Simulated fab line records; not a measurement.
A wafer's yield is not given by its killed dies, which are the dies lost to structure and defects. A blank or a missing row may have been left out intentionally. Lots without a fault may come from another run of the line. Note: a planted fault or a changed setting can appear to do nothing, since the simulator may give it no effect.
fab line records	flow nand_harc
record: lots: 6	wafers: 18	last_day: 32
route steps=1302 shown A_DECK1_JOINT@539 A_ONON_D2@545 END@1302
lots that met no fault: taken from a fault-free run of the same line
start_h: start of the lot's first displayed wafer, in hours after the record's first day	wait_h: time in hours since the lot's previous step	" unchanged from the row above	L1.1+2: a single row standing in for several wafers	- no value, or no start given	* or withheld: withheld	< > ~ a bound
route shown NAME@n: NAME is a module with steps in the file, n the number in the route of the first one	usual: the fault-free wafers' mean and standard deviation	same: alike in all rows	chamber/n: place in a boat	sites: readings site by site	_std_site: the values' standard deviation	_edge_site: mean of outer sites minus mean of inner sites	radius_mm: for every site, how far away it sits from the centre of the wafer	mask NAME#n: copy n	behind: the tool/chamber that last shaped the wafer	hold: what put the lot on hold/how long, in hours/how the hold closed	device: which transistor (n, p or np) failed to switch	end of line: the tests these same wafers got at the end of their route	where a step has no rows: the recipe by itself	killed: the dies lost at the first sort to structure and to defects; this is not the yield of the wafer	map: a wafer's dies, marking killed ones x, the rest . and places with no die _
set.NAME: setting as actually run; set.NAME@STEP: the setting as run at that earlier step	model.NAME: the simulator's own value behind a step, which no gauge read
lots at selected steps of the route; one table per step, one row per wafer
services: when a tool's chamber went out of use (start_h, in hours from the record's first day, below 0 if earlier), for how many hours, and the reason
== steps ==
step: NHARC_A_DECK1_JOINT_CMP_02
recipe: material: SiOx
usual: motor_current_A: 12.0/1.1
lot.wafer	tool	chamber	start_h	wait_h	motor_current_A
L231.2	cmp-01	3	319.30	0.4	11.4
L231.1	"	2	"	"	12.5
L231.5	"	0	"	"	11.8
L232.2	cmp-03	1	345.14	0.4	10.1
L232.3	"	3	"	"	12.7
L232.1	"	0	"	"	13.2
L240.4	cmp-01	0	431.56	0.4	11.8
L240.5	"	3	"	"	11.1
L240.6	"	0	"	"	12.3
L243.3	cmp-03	3	445.33	0.4	13.6
L243.5	"	2	"	"	11.5
L243.6	"	3	"	"	13.3
L244.2	cmp-03	0	452.80	0.4	12.2
L244.4	"	2	"	"	12.1
L244.6	"	1	"	"	10.9
L245.3	cmp-03	1	482.64	0.4	10.7
L245.2	"	3	"	"	13.3
L245.6	"	2	"	"	11.3
step: NHARC_A_DECK1_JOINT_SRD_15
step: NHARC_A_DECK1_JOINT_DEP_16
recipe: target_thk_a: 450	temp_c: 400	pressure_torr: 6.5	rf_w: 900	teos_flow_sccm: 161.4	flow_sccm: 2650	target_thk_nm: 45	gas: O2	material: SiO2
usual: heater_power_w: 517/97	susceptor_temp_C: 400.01/0.24	throttle_valve_pct: 15.9/0.58
lot.wafer	tool	chamber	start_h	wait_h	heater_power_w	susceptor_temp_C	throttle_valve_pct
L231.1	pecvd-04	0	319.76	0.1	491	399.56	15.3
L231.2	"	1	"	"	448	400.01	17.0
L231.5	"	2	"	"	347	400.24	16.1
L232.2	pecvd-01	2	345.52	0.1	535	399.88	15.8
L232.3	"	0	"	"	705	399.93	15.5
L232.1	"	1	"	"	578	400.00	15.6
L240.6	pecvd-01	0	432.03	0.2	674	400.24	15.6
L240.4	"	1	"	"	479	400.10	15.6
L240.5	"	2	"	"	610	399.72	15.8
L243.3	pecvd-04	0	445.73	0.1	457	399.94	15.7
L243.5	"	2	"	"	343	399.73	16.2
L243.6	"	1	"	"	590	399.98	17.0
L244.2	pecvd-02	1	453.49	0.4	417	399.84	14.9
L244.4	"	1	"	"	406	399.98	15.1
L244.6	"	2	"	"	475	399.93	15.4
L245.3	pecvd-02	2	483.03	0.1	538	400.11	15.6
L245.2	"	1	"	"	411	399.88	15.4
L245.6	"	0	"	"	568	400.01	15.8
step: NHARC_A_DECK1_JOINT_THK_MEAS_17
recipe: thk_meas_gauge: ellipsometry
usual: thk_nm: 45.0/1.1
lot.wafer	tool	chamber	start_h	wait_h	thk_nm
L231.1	film_metro-01	-	320.01	0.2	44.3
L231.2	"	-	"	"	44.9
L231.5	"	-	"	"	48.4
L232.1	film_metro-02	-	345.81	0.2	44.5
L232.2	"	-	"	"	45.7
L232.3	"	-	"	"	45.9
L240.4	film_metro-02	-	432.23	0.1	46.1
L240.5	"	-	"	"	45.6
L240.6	"	-	"	"	44.8
L243.3	film_metro-01	-	445.99	0.2	46.1
L243.5	"	-	"	"	45.8
L243.6	"	-	"	"	44.2
L244.2	film_metro-01	-	453.77	0.3	44.6
L244.4	"	-	"	"	46.4
L244.6	"	-	"	"	45.2
L245.2	film_metro-02	-	483.31	0.2	46.9
L245.3	"	-	"	"	45.4
L245.6	"	-	"	"	47.8
step: NHARC_A_DECK1_JOINT_INSPECT_05
usual: raw_defect_count: 305/120
lot.wafer	tool	chamber	start_h	wait_h	raw_defect_count
L231.1	defect_inspect-01	-	320.05	0.0	211
L231.2	"	-	"	"	207
L231.5	"	-	"	"	246
L232.1	defect_inspect-01	-	345.84	0.0	369
L232.2	"	-	"	"	199
L232.3	"	-	"	"	330
L240.4	defect_inspect-02	-	432.27	0.0	322
L240.5	"	-	"	"	246
L240.6	"	-	"	"	259
L243.3	defect_inspect-01	-	446.02	0.0	354
L243.5	"	-	"	"	330
L243.6	"	-	"	"	171
L244.2	defect_inspect-01	-	453.81	0.0	227
L244.4	"	-	"	"	326
L244.6	"	-	"	"	211
L245.2	defect_inspect-02	-	483.34	0.0	696
L245.3	"	-	"	"	550
L245.6	"	-	"	"	287
step: NHARC_A_ONON_D2_DEP_00
recipe: target_thk_a: 10000	n2_flow_sccm: 2750	n2o_flow_sccm: 2000	nh3_flow_sccm: 500	sih4_flow_sccm: 210	temp_c: 400
step: NHARC_A_ONON_D2_THK_MEAS_02
recipe: thk_meas_gauge: ellipsometry
usual: thk_nm: 1001/9.4
lot.wafer	tool	chamber	start_h	wait_h	thk_nm
L231.1	film_metro-01	-	320.63	-	1009
L231.2	"	-	"	"	1007
L231.5	"	-	"	"	1008
L232.1	film_metro-02	-	346.42	-	983
L232.2	"	-	"	"	983
L232.3	"	-	"	"	984
L240.4	film_metro-02	-	432.84	-	1007
L240.5	"	-	"	"	1005
L240.6	"	-	"	"	1005
L243.3	film_metro-01	-	446.60	-	1000
L243.5	"	-	"	"	1000
L243.6	"	-	"	"	1000
L244.2	film_metro-01	-	454.38	-	1011
L244.4	"	-	"	"	1010
L244.6	"	-	"	"	1013
L245.2	film_metro-02	-	483.92	-	1011
L245.3	"	-	"	"	1010
L245.6	"	-	"	"	1013
step: NHARC_A_ONON_D2_DEP_03
recipe: target_thk_a: 10000	n2_flow_sccm: 2750	n2o_flow_sccm: 2000	nh3_flow_sccm: 500	sih4_flow_sccm: 210	temp_c: 400
step: NHARC_A_ONON_D2_THK_MEAS_05
recipe: thk_meas_gauge: ellipsometry
usual: thk_nm: 1000/8.8
lot.wafer	tool	chamber	start_h	wait_h	thk_nm
L231.1	film_metro-01	-	321.22	-	995
L231.2	"	-	"	"	997
L231.5	"	-	"	"	995
L232.1	film_metro-01	-	346.98	-	1001
L232.2	"	-	"	"	1002
L232.3	"	-	"	"	1000
L240.4	film_metro-01	-	433.44	-	1008
L240.5	"	-	"	"	1009
L240.6	"	-	"	"	1008
L243.3	film_metro-01	-	447.17	-	1000
L243.5	"	-	"	"	1000
L243.6	"	-	"	"	999
L244.2	film_metro-02	-	454.95	-	994
L244.4	"	-	"	"	995
L244.6	"	-	"	"	994
L245.2	film_metro-01	-	484.48	-	1006
L245.3	"	-	"	"	1005
L245.6	"	-	"	"	1004
step: NHARC_A_ONON_D2_DEP_06
recipe: target_thk_a: 10000	n2_flow_sccm: 2750	n2o_flow_sccm: 2000	nh3_flow_sccm: 500	sih4_flow_sccm: 210	temp_c: 400
step: NHARC_A_ONON_D2_THK_MEAS_08
recipe: thk_meas_gauge: ellipsometry
usual: thk_nm: 997/11
lot.wafer	tool	chamber	start_h	wait_h	thk_nm
L231.1	film_metro-01	-	321.78	-	1001
L231.2	"	-	"	"	999
L231.5	"	-	"	"	1002
L232.1	film_metro-01	-	347.55	-	997
L232.2	"	-	"	"	996
L232.3	"	-	"	"	994
L240.4	film_metro-02	-	434.01	-	995
L240.5	"	-	"	"	996
L240.6	"	-	"	"	997
L243.3	film_metro-01	-	447.73	-	1007
L243.5	"	-	"	"	1006
L243.6	"	-	"	"	1006
L244.2	film_metro-01	-	455.52	-	992
L244.4	"	-	"	"	996
L244.6	"	-	"	"	990
L245.2	film_metro-01	-	485.04	-	1003
L245.3	"	-	"	"	1004
L245.6	"	-	"	"	1004
step: NHARC_A_ONON_D2_DEP_09
recipe: target_thk_a: 10000	n2_flow_sccm: 2750	n2o_flow_sccm: 2000	nh3_flow_sccm: 500	sih4_flow_sccm: 210	temp_c: 400
usual: n2o_flow_sccm: 1999/5.9	susceptor_temp_C: 399.99/0.28
lot.wafer	tool	chamber	start_h	wait_h	n2o_flow_sccm	susceptor_temp_C
L231.1	pecvd_onon-01	0	321.84	0.1	1992	399.93
L231.2	"	0	"	"	1999	400.00
L231.5	"	0	"	"	1999	399.85
L232.1	pecvd_onon-01	0	347.61	0.1	2004	400.02
L232.2	"	0	"	"	1999	400.06
L232.3	"	0	"	"	1993	400.34
L240.4	pecvd_onon-04	0	434.24	0.2	1993	400.14
L240.5	"	0	"	"	1991	400.07
L240.6	"	0	"	"	1995	400.29
L243.3	pecvd_onon-01	0	447.90	0.2	2001	399.95
L243.5	"	0	"	"	2008	399.83
L243.6	"	0	"	"	2010	399.52
L244.2	pecvd_onon-03	0	455.64	0.1	1995	400.35
L244.4	"	0	"	"	2002	400.36
L244.6	"	0	"	"	1995	400.41
L245.2	pecvd_onon-01	0	485.16	0.1	1998	400.23
L245.3	"	0	"	"	1998	400.51
L245.6	"	0	"	"	1998	400.30
step: NHARC_A_ONON_D2_THK_MEAS_11
recipe: thk_meas_gauge: ellipsometry
usual: thk_nm: 1005/11
lot.wafer	tool	chamber	start_h	wait_h	thk_nm
L231.1	film_metro-01	-	322.37	-	580
L231.2	"	-	"	"	580
L231.5	"	-	"	"	578
L232.1	film_metro-02	-	348.12	-	564
L232.2	"	-	"	"	564
L232.3	"	-	"	"	563
L240.4	film_metro-02	-	434.58	-	998
L240.5	"	-	"	"	998
L240.6	"	-	"	"	996
L243.3	film_metro-01	-	448.32	-	1014
L243.5	"	-	"	"	1013
L243.6	"	-	"	"	1013
L244.2	film_metro-02	-	456.09	-	1002
L244.4	"	-	"	"	1001
L244.6	"	-	"	"	1002
L245.2	film_metro-02	-	485.61	-	992
L245.3	"	-	"	"	993
L245.6	"	-	"	"	992
step: NHARC_A_ONON_D2_DEP_12
recipe: target_thk_a: 10000	n2_flow_sccm: 2750	n2o_flow_sccm: 2000	nh3_flow_sccm: 500	sih4_flow_sccm: 210	temp_c: 400
step: NHARC_END_SORT_01
recipe: temp_c: 25
usual: killed_at_array: 59/21	killed_at_other: 1.0/1.1	killed_at_periphery: 4.0/2.6	killed_dies: 64/21	killed_open: 3.2/1.7	killed_short: 2.5/1.5
same: gross_dies: 677
lot.wafer	tool	chamber	start_h	wait_h	killed_at_array	killed_at_other	killed_at_periphery	killed_dies	killed_open	killed_short
L231.1	prober-01	0	637.10	2.5	665	2	10	677	4	3
L231.2	prober-01	0	637.90	2.8	669	1	7	677	3	2
L231.5	prober-01	0	640.31	3.7	671	0	6	677	2	0
L232.1	prober-02	0	640.08	2.5	677	0	0	677	4	1
L232.2	prober-02	0	640.87	2.8	671	3	3	677	5	2
L232.3	prober-02	0	641.66	3.1	676	0	1	677	3	1
L243.3	prober-01	0	753.79	3.0	52	0	4	56	4	5
L243.5	prober-01	0	755.36	3.6	48	1	1	50	4	1
L243.6	prober-01	0	756.15	3.9	49	0	6	55	4	1
killed by level:class
L231.1 A_ONON_D2:area_dep=589 A_CHANNEL_HOLE_D2:chamber_film_flake=32 A_CHANNEL_HOLE_D1:chamber_film_flake=30 P_CONTACT:chamber_film_flake=6 A_SLIT:chamber_film_flake=4 A_ONON_D2:geometric_particle:open=2 P_ZERO_WELL:chamber_film_flake=2 A_WL_FILL:chamber_film_flake=2
L231.2 A_ONON_D2:area_dep=596 A_CHANNEL_HOLE_D2:chamber_film_flake=31 A_CHANNEL_HOLE_D1:chamber_film_flake=30 P_CONTACT:chamber_film_flake=7 A_STAIRCASE:chamber_film_flake=2 A_CONTACT:chamber_film_flake=2 A_ONON_D2:geometric_particle:open=1 A_CHANNEL_HOLE_D2:geometric_particle:short=1
L232.1 A_ONON_D2:area_dep=599 A_SLIT:chamber_film_flake=32 A_CHANNEL_HOLE_D2:chamber_film_flake=31 A_STAIRCASE:chamber_film_flake=4 A_CHANNEL_HOLE_D1:chamber_film_flake=3 A_CHANNEL_FILL_D1:geometric_particle:open=2 A_ONON_D1:geometric_particle:short=1 A_CHANNEL_FILL_D2:geometric_particle:open=1
L231.5 A_ONON_D2:area_dep=617 A_CHANNEL_HOLE_D1:chamber_film_flake=26 A_CHANNEL_HOLE_D2:chamber_film_flake=22 P_CONTACT:chamber_film_flake=5 A_WL_FILL:chamber_film_flake=4 P_M2:geometric_particle:open=1 A_CONTACT:geometric_particle:open=1 A_STAIRCASE:chamber_film_flake=1
L232.2 A_ONON_D2:area_dep=586 A_CHANNEL_HOLE_D2:chamber_film_flake=37 A_SLIT:chamber_film_flake=31 A_CHANNEL_HOLE_D1:chamber_film_flake=6 A_STAIRCASE:chamber_film_flake=5 THIN_TSV:chamber_film_flake=3 P_GATE:geometric_particle:open=1 P_CONTACT:geometric_particle:open=1
L232.3 A_ONON_D2:area_dep=598 A_CHANNEL_HOLE_D2:chamber_film_flake=34 A_SLIT:chamber_film_flake=31 A_STAIRCASE:chamber_film_flake=4 A_CHANNEL_HOLE_D1:chamber_film_flake=3 A_CONTACT:chamber_film_flake=2 A_DECK1_JOINT:geometric_particle:open=1 A_WL_FILL:geometric_particle:open=1
L243.3 A_CHANNEL_HOLE_D2:chamber_film_flake=26 A_CHANNEL_HOLE_D1:chamber_film_flake=9 A_CONTACT:chamber_film_flake=6 A_SLIT:chamber_film_flake=4 A_CHANNEL_FILL_D1:geometric_particle:open=2 P_M1:chamber_film_flake=2 P_M0:geometric_particle:open=1 P_M0:geometric_particle:short=1
L243.5 A_CHANNEL_HOLE_D2:chamber_film_flake=20 A_CHANNEL_HOLE_D1:chamber_film_flake=10 A_SLIT:chamber_film_flake=7 A_STAIRCASE:chamber_film_flake=4 A_CONTACT:chamber_film_flake=2 A_SOURCE_PLATE:geometric_particle:open=1 A_CHANNEL_FILL_D1:geometric_particle:open=1 A_BLC:geometric_particle:open=1
L243.6 A_CHANNEL_HOLE_D2:chamber_film_flake=20 A_CHANNEL_HOLE_D1:chamber_film_flake=9 A_SLIT:chamber_film_flake=9 P_M1:chamber_film_flake=3 A_CONTACT:chamber_film_flake=3 A_SOURCE_PLATE:geometric_particle:open=2 A_STAIRCASE:chamber_film_flake=2 P_M0:geometric_particle:short=1
map L231.1 (x killed, . not)
____________x____________
_________xxxxxxx_________
_______xxxxxxxxxxx_______
______xxxxxxxxxxxxx______
_____xxxxxxxxxxxxxxx_____
____xxxxxxxxxxxxxxxxx____
____xxxxxxxxxxxxxxxxx____
___xxxxxxxxxxxxxxxxxxx___
___xxxxxxxxxxxxxxxxxxx___
__xxxxxxxxxxxxxxxxxxxxx__
__xxxxxxxxxxxxxxxxxxxxx__
_xxxxxxxxxxxxxxxxxxxxxxx_
_xxxxxxxxxxxxxxxxxxxxxxx_
_xxxxxxxxxxxxxxxxxxxxxxx_
_xxxxxxxxxxxxxxxxxxxxxxx_
_xxxxxxxxxxxxxxxxxxxxxxx_
xxxxxxxxxxxxxxxxxxxxxxxxx
xxxxxxxxxxxxxxxxxxxxxxxxx
xxxxxxxxxxxxxxxxxxxxxxxxx
xxxxxxxxxxxxxxxxxxxxxxxxx
xxxxxxxxxxxxxxxxxxxxxxxxx
_xxxxxxxxxxxxxxxxxxxxxxx_
_xxxxxxxxxxxxxxxxxxxxxxx_
_xxxxxxxxxxxxxxxxxxxxxxx_
_xxxxxxxxxxxxxxxxxxxxxxx_
_xxxxxxxxxxxxxxxxxxxxxxx_
__xxxxxxxxxxxxxxxxxxxxx__
__xxxxxxxxxxxxxxxxxxxxx__
___xxxxxxxxxxxxxxxxxxx___
___xxxxxxxxxxxxxxxxxxx___
____xxxxxxxxxxxxxxxxx____
____xxxxxxxxxxxxxxxxx____
_____xxxxxxxxxxxxxxx_____
______xxxxxxxxxxxxx______
_______xxxxxxxxxxx_______
_________xxxxxxx_________
____________x____________
map L232.1 (x killed, . not)
____________x____________
_________xxxxxxx_________
_______xxxxxxxxxxx_______
______xxxxxxxxxxxxx______
_____xxxxxxxxxxxxxxx_____
____xxxxxxxxxxxxxxxxx____
____xxxxxxxxxxxxxxxxx____
___xxxxxxxxxxxxxxxxxxx___
___xxxxxxxxxxxxxxxxxxx___
__xxxxxxxxxxxxxxxxxxxxx__
__xxxxxxxxxxxxxxxxxxxxx__
_xxxxxxxxxxxxxxxxxxxxxxx_
_xxxxxxxxxxxxxxxxxxxxxxx_
_xxxxxxxxxxxxxxxxxxxxxxx_
_xxxxxxxxxxxxxxxxxxxxxxx_
_xxxxxxxxxxxxxxxxxxxxxxx_
xxxxxxxxxxxxxxxxxxxxxxxxx
xxxxxxxxxxxxxxxxxxxxxxxxx
xxxxxxxxxxxxxxxxxxxxxxxxx
xxxxxxxxxxxxxxxxxxxxxxxxx
xxxxxxxxxxxxxxxxxxxxxxxxx
_xxxxxxxxxxxxxxxxxxxxxxx_
_xxxxxxxxxxxxxxxxxxxxxxx_
_xxxxxxxxxxxxxxxxxxxxxxx_
_xxxxxxxxxxxxxxxxxxxxxxx_
_xxxxxxxxxxxxxxxxxxxxxxx_
__xxxxxxxxxxxxxxxxxxxxx__
__xxxxxxxxxxxxxxxxxxxxx__
___xxxxxxxxxxxxxxxxxxx___
___xxxxxxxxxxxxxxxxxxx___
____xxxxxxxxxxxxxxxxx____
____xxxxxxxxxxxxxxxxx____
_____xxxxxxxxxxxxxxx_____
______xxxxxxxxxxxxx______
_______xxxxxxxxxxx_______
_________xxxxxxx_________
____________x____________
== services ==
tool	chamber	start_h	hours	kind
pecvd_onon-04	-	311.05	13.0	pm
pecvd-01	-	311.20	13.0	pm
pecvd-01	0	311.20	13.0	vent_cycle
cmp-01	-	323.42	5.9	repair
pecvd-02	2	330.18	6.8	repair
pecvd-01	2	334.70	9.5	repair
cmp-03	-	343.98	0.5	repair
cmp-01	-	356.62	0.5	repair
cmp-03	-	360.22	4.0	pm
cmp-03	-	364.22	-	consumable_replace:conditioner
cmp-03	-	364.22	-	consumable_replace:pad
pecvd-02	-	368.87	0.7	repair
cmp-01	-	381.70	4.0	pm
cmp-03	-	407.42	1.7	repair
pecvd-02	-	408.00	13.0	pm
pecvd_onon-03	-	408.04	13.0	pm
pecvd_onon-03	-	441.47	8.5	repair
pecvd-04	-	446.41	1.7	repair
pecvd-04	-	450.00	13.0	pm
pecvd_onon-01	-	450.14	13.0	pm
cmp-03	-	458.32	4.0	pm
cmp-03	-	462.32	-	consumable_replace:conditioner
cmp-03	-	462.32	-	consumable_replace:pad
cmp-01	-	479.70	4.0	pm
== key ==
first_sign: step: NHARC_A_ONON_D2_THK_MEAS_11	reading: thk_nm	direction: down	sigmas: 39	usual: 1005	struck: 571
effect: step: NHARC_END_SORT_01	reading: killed_at_array	direction: up	sigmas: 29	usual: 59	struck: 672
more_kills_born_at: NHARC_A_ONON_D2_DEP_09@pecvd_onon-01: 3585
met_at NHARC_A_ONON_D2_DEP_09
struck_wafers L231.1,L231.2,L231.5,L232.1,L232.2,L232.3
later_rows_left_out L231.1,L231.2,L231.5,L232.1,L232.2,L232.3
tester_left_out L231,L232
fault: kind: process_parameter_drift	tool: pecvd_onon-01	chamber: 0	onset_h: 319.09	steps: NHARC_A_ONON_D2_DEP_09	channel: target_thk_a	offset: *	shape: step	end_h: 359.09	acts_in: *	stated: *
tester_left_out: of these lots the tester's yield and bins aren't shown, on N5 and GAA mostly nor the transistor test; their killed dies are dies lost to structure and defects alone, not to doping, threshold or leakage, so they don't give the yield
later_rows_left_out: the simulator's readings of these wafers behind a module that went badly wrong aren't trusted and aren't shown, but for the sort
